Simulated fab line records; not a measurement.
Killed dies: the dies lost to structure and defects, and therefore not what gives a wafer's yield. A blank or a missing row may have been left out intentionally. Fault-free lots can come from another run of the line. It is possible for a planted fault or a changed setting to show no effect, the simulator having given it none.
fab line records	flow n5Finfet
record: lots: 7	wafers: 39
route steps=1938 shown BEOL_M14@1753 PASSIVATION@1930
startH: hours from the record's opening day to when the first of the lot's shown wafers began	waitH: hours from the lot's prior step to this one	" the same as in the row above	L1.1+2: one row covering several wafers at once	- value missing, or start not given	* or withheld: withheld	< > ~ a bound
route shown NAME@n: names a module that has steps shown in the file, with the first one's number in the route	usual: average and standard deviation across the fault-free wafers	same: alike in all rows	chamber/n: place in a boat	sites: each site's reading	_std_site: the standard deviation of these	_edge_site: the outer-site mean with the inner-site mean subtracted	radiusMm: how far each site lies from the wafer's centre	mask NAME#n: copy n	behind: the most recent tool/chamber to have shaped the wafer	hold: reason for holding the lot/hours on hold/outcome of the hold	device: which transistor (n, p or np) failed to switch	end of line: the route-end tests of the same wafers	a step given without rows: its recipe and nothing more	killed: dies lost to structure and defects at the first sort, not the wafer's yield	map: a wafer's dies, marking killed ones x, the rest . and places with no die _
set.NAME: setting as actually run; set.NAME@STEP: the setting as run at that earlier step	model.NAME: the simulator's own value behind a step, which no gauge read
one table per step and one row per wafer, for lots whose settings were changed on purpose
== steps ==
step: N5_BEOL_M14_TRENCH_ETCH_34
recipe: chemistry: C4F8/O2/Ar	target: SiO2	targetDepthA: 5566.5	maskMaterial: SOC	heInnerTorr: 15	heOuterTorr: 30	timeS: 126.9	ionEnergyEv: 800	pressureMtorr: 20	sourceW: 1905	biasW: 2040	Ar_flow_sccm: 400	C4F8_flow_sccm: 16	O2_flow_sccm: 12
lot.wafer	tool	chamber	startH	waitH	set.timeS	model.etch.depthNm
L075.1	rieDiel-04	3	255.70	0.0	126.9	577.7
L075.2	"	2	"	"	126.9	571.9
L075.3	"	1	"	"	126.9	556.6
L075.4	"	0	"	"	126.9	550.5
L075.5	"	0	"	"	126.9	548.2
L075.6	"	3	"	"	126.9	579.5
L077.1	rieDiel-02	2	256.44	0.0	126.9	567.8
L077.2	"	0	"	"	126.9	553.4
L077.3	"	3	"	"	155.2	693.4
L077.4	"	1	"	"	155.2	692.7
L077.5	"	2	"	"	155.2	694.4
L077.6	"	1	"	"	126.9	560.7
L074.1	rieDiel-04	3	256.96	0.0	126.9	567
L074.2	"	0	"	"	126.9	537.1
L074.3	"	1	"	"	126.9	553.3
L074.4+5	"	2,3	"	"	126.9	565.8
L074.6	"	0	"	"	126.9	533
L078.1	rieDiel-05	2	266.96	0.0	126.9	562.6
L078.2	"	1	"	"	59.86	260.2
L078.3	"	3	"	"	126.9	558.7
L078.4	"	0	"	"	126.9	541.2
L078.5	"	0	"	"	59.86	256.5
L078.6	"	1	"	"	59.86	259.6
L079.2	rieDiel-02	0	281.09	0.0	126.9	562.7
L079.5	"	2	"	"	126.9	570.2
L079.6	"	3	"	"	126.9	565.3
L089.1	rieDiel-02	0	329.98	0.0	126.9	550.9
L089.2	"	3	"	"	126.9	552.9
L089.3	"	2	"	"	126.9	560.2
L089.4	"	1	"	"	126.9	553.8
L089.5	"	1	"	"	126.9	553.2
L089.6	"	0	"	"	126.9	550.1
L097.1	rieDiel-05	2	385.31	0.0	126.9	551.6
L097.2	"	3	"	"	126.9	550.7
L097.3	"	0	"	"	126.9	533
L097.4	"	2	"	"	126.9	553.6
L097.5	"	3	"	"	126.9	551.1
L097.6	"	0	"	"	126.9	536.9
step: N5_BEOL_M14_STRIP_70
recipe: chemistry: C4F8/O2/Ar	resist: SiARC	rfFrequencyHz: 6e+07
step: N5_BEOL_M14_OCD_MEAS_35
usual: trenchDepthNm: 557/11
lot.wafer	tool	chamber	startH	waitH	set.timeS@BEOL_M14_TRENCH_ETCH_34	trenchDepthNm
L075.1	ocd-02	-	255.86	0.0	126.9	578
L075.2	"	-	"	"	126.9	572
L075.3	"	-	"	"	126.9	557
L075.4	"	-	"	"	126.9	551
L075.5	"	-	"	"	126.9	549
L075.6	"	-	"	"	126.9	580
L077.1	ocd-01	-	256.59	0.0	126.9	568
L077.2	"	-	"	"	126.9	553
L077.3	"	-	"	"	155.2	694
L077.4	"	-	"	"	155.2	693
L077.5	"	-	"	"	155.2	695
L077.6	"	-	"	"	126.9	561
L074.1	ocd-02	-	257.12	0.0	126.9	567
L074.2	"	-	"	"	126.9	537
L074.3	"	-	"	"	126.9	554
L074.4	"	-	"	"	126.9	566
L074.5	"	-	"	"	126.9	566
L074.6	"	-	"	"	126.9	533
L078.1	ocd-02	-	267.11	0.0	126.9	562
L078.2	"	-	"	"	59.86	260
L078.3	"	-	"	"	126.9	559
L078.4	"	-	"	"	126.9	541
L078.5	"	-	"	"	59.86	256
L078.6	"	-	"	"	59.86	260
L079.2	ocd-02	-	281.25	0.0	126.9	563
L079.5	"	-	"	"	126.9	570
L079.6	"	-	"	"	126.9	565
L089.1	ocd-01	-	330.13	0.0	126.9	551
L089.2	"	-	"	"	126.9	553
L089.3	"	-	"	"	126.9	561
L089.4	"	-	"	"	126.9	554
L089.5	"	-	"	"	126.9	554
L089.6	"	-	"	"	126.9	550
L097.1	ocd-02	-	385.47	0.0	126.9	551
L097.2	"	-	"	"	126.9	551
L097.3	"	-	"	"	126.9	533
L097.4	"	-	"	"	126.9	553
L097.5	"	-	"	"	126.9	551
L097.6	"	-	"	"	126.9	537
step: N5_BEOL_M14_STRIP_37
recipe: chemistry: O2	powerW: 600	tempC: 60	pressureMtorr: 30	rfFrequencyHz: 6e+07	biasPowerW: 0	overashFraction: 0.3	o2FlowSccm: 225
step: N5_BEOL_M14_ETCH_38
recipe: chemistry: CF4/N2	target: SiCN	targetDepthA: 1065	taperDeg: 2	timeS: 120.6	ionEnergyEv: 150	maskMaterial: SiO2	pressureMtorr: 40	sourceW: 430	biasW: 70	Ar_flow_sccm: 100	cf4FlowSccm: 60	n2FlowSccm: 60
step: N5_BEOL_M14_ECD_47
recipe: material: Cu	targetThkA: 12480
step: N5_BEOL_M14_ANNEAL_48
recipe: tempC: 225	timeS: 90	ambient: N2
step: N5_BEOL_M14_CMP_49
recipe: stopOn: SiO2	tOverpolishS: 5.2	downForcePsi: 2	platenRpm: 80	clearingPlatenDownForcePsi: 2	clearingPlatenRpm: 80	postCmpClean: cuAlkaline	targetThkNm: 560	clearingPlatenPadVelocityMS: 1.5917	padVelocityMS: 1.5917
lot.wafer	tool	chamber	startH	waitH	set.timeS@BEOL_M14_TRENCH_ETCH_34	model.Cu_of_BEOL_M14_ECD_47.thkNm
L075.1	cmp-03	3	258.79	0.3	126.9	579.8
L075.4	"	0	"	"	126.9	553.2
L075.3	"	1	"	"	126.9	558.4
L075.2	"	2	"	"	126.9	573.8
L075.5	"	3	"	"	126.9	549.6
L075.6	"	0	"	"	126.9	582.8
L077.3	cmp-01	2	261.66	0.2	155.2	696.8
L077.2	"	3	"	"	126.9	556.2
L077.1	"	0	"	"	126.9	570.6
L077.4	"	1	"	"	155.2	697
L077.6	"	2	"	"	126.9	563.2
L077.5	"	3	"	"	155.2	698.4
L074.4	cmp-02	3	263.57	0.1	126.9	569
L074.1	"	0	"	"	126.9	569.2
L074.3	"	1	"	"	126.9	558.4
L074.2	"	2	"	"	126.9	539.8
L074.5	"	3	"	"	126.9	568.8
L074.6	"	0	"	"	126.9	535.6
L078.2	cmp-01	1	269.04	0.2	59.86	264.8
L078.3	"	2	"	"	126.9	561.8
L078.1	"	3	"	"	126.9	566.8
L078.4	"	0	"	"	126.9	544.6
L078.6	"	1	"	"	59.86	263
L078.5	"	2	"	"	59.86	260.8
L079.2	cmp-02	3	283.98	0.3	126.9	565
L079.5	"	2	"	"	126.9	572.2
L079.6	"	3	"	"	126.9	566.6
L089.1	cmp-01	3	332.64	0.5	126.9	553.4
L089.3	"	0	"	"	126.9	562.2
L089.2	"	1	"	"	126.9	555.4
L089.4	"	2	"	"	126.9	555.8
L089.6	"	3	"	"	126.9	553.8
L089.5	"	0	"	"	126.9	555.6
L097.3	cmp-03	2	391.22	0.2	126.9	536.4
L097.4	"	3	"	"	126.9	557.4
L097.2	"	0	"	"	126.9	554.8
L097.1	"	1	"	"	126.9	556.4
L097.5	"	2	"	"	126.9	554.2
L097.6	"	3	"	"	126.9	540.4
step: N5_BEOL_M14_THK_MEAS_50
recipe: thkMeasGauge: xrf	reads: Cu_of_BEOL_M14_ECD_47
usual: M14_THK: 576/13
lot.wafer	tool	chamber	startH	waitH	set.timeS@BEOL_M14_TRENCH_ETCH_34	M14_THK[nm]
L075.1	filmMetro-02	-	259.09	-	126.9	601
L075.2	"	-	"	"	126.9	595
L075.3	"	-	"	"	126.9	577
L075.4	"	-	"	"	126.9	570
L075.5	"	-	"	"	126.9	567
L075.6	"	-	"	"	126.9	607
L077.1	filmMetro-02	-	261.95	-	126.9	587
L077.2	"	-	"	"	126.9	572
L077.3	"	-	"	"	155.2	720
L077.4	"	-	"	"	155.2	718
L077.5	"	-	"	"	155.2	725
L077.6	"	-	"	"	126.9	581
L074.1	filmMetro-01	-	263.86	-	126.9	589
L074.2	"	-	"	"	126.9	558
L074.3	"	-	"	"	126.9	579
L074.4	"	-	"	"	126.9	589
L074.5	"	-	"	"	126.9	589
L074.6	"	-	"	"	126.9	557
L078.1	filmMetro-02	-	269.34	-	126.9	583
L078.2	"	-	"	"	59.86	269
L078.3	"	-	"	"	126.9	578
L078.4	"	-	"	"	126.9	556
L078.5	"	-	"	"	59.86	265
L078.6	"	-	"	"	59.86	267
L079.2	filmMetro-01	-	284.24	-	126.9	587
L079.5	"	-	"	"	126.9	599
L079.6	"	-	"	"	126.9	588
L089.1	filmMetro-02	-	332.93	-	126.9	566
L089.2	"	-	"	"	126.9	569
L089.3	"	-	"	"	126.9	578
L089.4	"	-	"	"	126.9	568
L089.5	"	-	"	"	126.9	569
L089.6	"	-	"	"	126.9	569
L097.1	filmMetro-02	-	391.51	-	126.9	571
L097.2	"	-	"	"	126.9	571
L097.3	"	-	"	"	126.9	551
L097.4	"	-	"	"	126.9	572
L097.5	"	-	"	"	126.9	569
L097.6	"	-	"	"	126.9	559
step: N5_BEOL_M14_PRE_CLEAN_52
recipe: gas: NH3	timeS: 15	tempC: withheld	rfPowerW: 300
step: N5_BEOL_M14_DEP_53
recipe: material: SiCN	targetThkA: 500	tempC: withheld	precursor: 3MS/NH3	pressureTorr: 3	rfW: 675	timeS: 17.8
step: N5_BEOL_M14_RS_MEAS_54
recipe: thkMeasGauge: four-point-probe	reads: Cu_of_BEOL_M14_ECD_47+Ta_of_BEOL_M14_SPUTTER_44+TaN_of_BEOL_M14_SPUTTER_43
usual: M14_RS: 0.0332/0.00068
lot.wafer	tool	chamber	startH	waitH	set.timeS@BEOL_M14_TRENCH_ETCH_34	M14_RS[ohm/sq]
L075.1	filmMetro-02	-	259.22	0.0	126.9	0.0321
L075.2	"	-	"	"	126.9	0.0324
L075.3	"	-	"	"	126.9	0.0334
L075.4	"	-	"	"	126.9	0.0336
L075.5	"	-	"	"	126.9	0.0339
L075.6	"	-	"	"	126.9	0.0320
L077.1	filmMetro-01	-	262.08	0.0	126.9	0.0326
L077.2	"	-	"	"	126.9	0.0334
L077.3	"	-	"	"	155.2	0.0266
L077.4	"	-	"	"	155.2	0.0266
L077.5	"	-	"	"	155.2	0.0265
L077.6	"	-	"	"	126.9	0.0329
L074.1	filmMetro-02	-	263.99	0.0	126.9	0.0327
L074.2	"	-	"	"	126.9	0.0345
L074.3	"	-	"	"	126.9	0.0334
L074.4	"	-	"	"	126.9	0.0327
L074.5	"	-	"	"	126.9	0.0328
L074.6	"	-	"	"	126.9	0.0348
L078.1	filmMetro-01	-	269.47	0.0	126.9	0.0327
L078.2	"	-	"	"	59.86	0.0723
L078.3	"	-	"	"	126.9	0.0331
L078.4	"	-	"	"	126.9	0.0341
L078.5	"	-	"	"	59.86	0.0733
L078.6	"	-	"	"	59.86	0.0726
L079.2	filmMetro-02	-	284.37	0.1	126.9	0.0330
L079.5	"	-	"	"	126.9	0.0325
L079.6	"	-	"	"	126.9	0.0329
L089.1	filmMetro-01	-	333.06	0.0	126.9	0.0336
L089.2	"	-	"	"	126.9	0.0334
L089.3	"	-	"	"	126.9	0.0331
L089.4	"	-	"	"	126.9	0.0335
L089.5	"	-	"	"	126.9	0.0335
L089.6	"	-	"	"	126.9	0.0335
L097.1	filmMetro-02	-	391.64	0.0	126.9	0.0333
L097.2	"	-	"	"	126.9	0.0335
L097.3	"	-	"	"	126.9	0.0347
L097.4	"	-	"	"	126.9	0.0334
L097.5	"	-	"	"	126.9	0.0336
L097.6	"	-	"	"	126.9	0.0345
step: N5_PASSIVATION_ETCH_54
recipe: chemistry: CHF3/O2	target: SiO2	targetDepthA: 8800	CHF3_flow_sccm: 50	O2_flow_sccm: 5	Ar_flow_sccm: 200	timeS: 440	maskMaterial: PR	pressureMtorr: 30	sourceW: 650	biasW: 170	ionEnergyEv: 200
lot.wafer	tool	chamber	startH	waitH	set.targetDepthA	model.etch.depthNm	model.PASSIVATION.featureDepthNm
L075.1	rieDiel-05	2	276.69	0.1	12780	1259	1259
L075.2	"	3	"	"	12780	1269	1269
L075.3	"	1	"	"	8800	859.5	859.4
L075.4	"	0	"	"	12780	1233	1233
L075.5	"	3	"	"	8800	874.5	874.4
L075.6	"	2	"	"	8800	873.2	873.2
L077.1	rieDiel-02	3	285.02	0.1	8800	892.1	892
L077.2	"	2	"	"	8800	891.4	891.4
L077.3	"	0	"	"	8800	886.3	886.4
L077.4	"	1	"	"	13520	1343	1343
L077.5	"	0	"	"	13520	1357	1357
L077.6	"	1	"	"	13520	1358	1358
L074.1	rieDiel-05	1	285.19	0.1	11980	1181	1181
L074.2	"	2	"	"	8800	874.9	875
L074.3	"	3	"	"	11980	1188	1188
L074.4	"	0	"	"	8800	854.7	854.6
L074.5	"	2	"	"	11980	1195	1195
L074.6	"	1	"	"	8800	876.6	876.6
L078.1	rieDiel-04	0	292.90	0.1	10950	1092	1092
L078.2	"	2	"	"	8800	889.8	889.8
L078.3	"	3	"	"	10950	1111	1111
L078.4	"	1	"	"	8800	871.9	872
L078.5	"	1	"	"	10950	1088	1088
L078.6	"	0	"	"	8800	874.8	874.8
L079.2	rieDiel-02	2	301.57	0.1	8800	884.4	884.4
L079.5	"	3	"	"	8800	884.1	884.2
L079.6	"	0	"	"	8800	875.9	876
L089.1	rieDiel-05	2	348.50	0.1	12400	1231	1231
L089.2	"	3	"	"	8800	871.8	871.8
L089.3	"	1	"	"	12400	1224	1224
L089.4	"	0	"	"	8800	854.9	855
L089.5	"	3	"	"	12400	1241	1241
L089.6	"	0	"	"	8800	849.6	849.6
L097.1	rieDiel-05	1	410.66	0.1	8800	857.6	857.6
L097.2	"	0	"	"	8800	847.7	847.8
L097.3	"	2	"	"	8800	869.3	869.2
L097.4	"	3	"	"	8800	870.8	870.8
L097.5	"	0	"	"	8800	854.7	854.8
L097.6	"	1	"	"	8800	860.3	860.4
== key ==
split: step: N5_BEOL_M14_TRENCH_ETCH_34	setting: timeS	stated: 126.9	by: wafer
response: step: N5_BEOL_M14_TRENCH_ETCH_34	reading: model.etch.depthNm	change: +5.65	per: 1%	r: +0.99
response: step: N5_BEOL_M14_OCD_MEAS_35	reading: trenchDepthNm	change: +5.65	per: 1%	r: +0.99
response: step: N5_BEOL_M14_CMP_49	reading: model.Cu_of_BEOL_M14_ECD_47.thkNm	change: +5.65	per: 1%	r: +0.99
response: step: N5_BEOL_M14_THK_MEAS_50	reading: M14_THK	change: +5.87	per: 1%	r: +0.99
response: step: N5_BEOL_M14_RS_MEAS_54	reading: M14_RS	change: -0.000677	per: 1%	r: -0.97
split: step: N5_PASSIVATION_ETCH_54	setting: targetDepthA	stated: 8800	by: wafer
response: step: N5_PASSIVATION_ETCH_54	reading: model.etch.depthNm	change: +8.75	per: 1%	r: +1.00
response: step: N5_PASSIVATION_ETCH_54	reading: model.PASSIVATION.featureDepthNm	change: +8.75	per: 1%	r: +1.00
